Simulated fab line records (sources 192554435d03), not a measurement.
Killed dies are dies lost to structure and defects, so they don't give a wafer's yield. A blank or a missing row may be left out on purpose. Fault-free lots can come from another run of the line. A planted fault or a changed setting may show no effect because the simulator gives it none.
Chamber matching    flow n5Finfet    3 sister chambers for N5_BEOL_M4_DEP_57 on pecvd-03
The step deposits SiCN from 3MS/NH3, target thk 8 nm, time 14 s. 6 wafers are shown with their chamber, then 10 later ones without.

WAFERS WITH THEIR CHAMBER
wafer   chamber  showerheadPlenumPTorr (Torr)  throttleValvePct (%)
L081.2  0        3.659                         9.2
L084.5  0        3.654                         9.2
L085.4  2        3.671                         8.2
L085.5  1        3.690                         8.5
L086.2  1        3.682                         8.6
L086.3  2        3.659                         8.4

WAFERS MISSING THEIR CHAMBER
wafer   showerheadPlenumPTorr (Torr)  throttleValvePct (%)
L086.5  3.656                         9.0
L089.1  3.657                         9.1
L089.3  3.685                         8.5
L089.6  3.659                         9.1
L091.1  3.677                         8.6
L091.3  3.657                         9.0
L091.4  3.659                         9.4
L097.1  3.678                         8.5
L097.2  3.683                         8.8
L097.5  3.654                         9.3

CHAMBER TAKEN BY EACH
wafer    from the rows above       in truth
L086.5   0                         0
L089.1   0                         0
L089.3   1                         1
L089.6   0                         0
L091.1   1                         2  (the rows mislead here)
L091.3   0                         0
L091.4   0                         0
L097.1   can't be placed: 1 or 2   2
L097.2   1                         1
L097.5   0                         0
Placed correctly: 8 of 10. These rows do not allow placing 1 (true chamber among the candidates in 1). Number placed wrongly: 1.
How it was worked out, from the rows above alone: a wafer's distance from a chamber is the root of the sum, over the readings, of the square of ((its reading less the chamber's mean) divided by the reading's scatter). If the next closest chamber is less than 2 further off than the closest, the wafer can't be placed; otherwise it belongs to the closest. Each chamber's mean is taken over the wafers shown for it. The scatter: take each reading less its chamber's mean, square it, sum over the shown wafers, divide by the number of wafers less the number of chambers, and take the root.
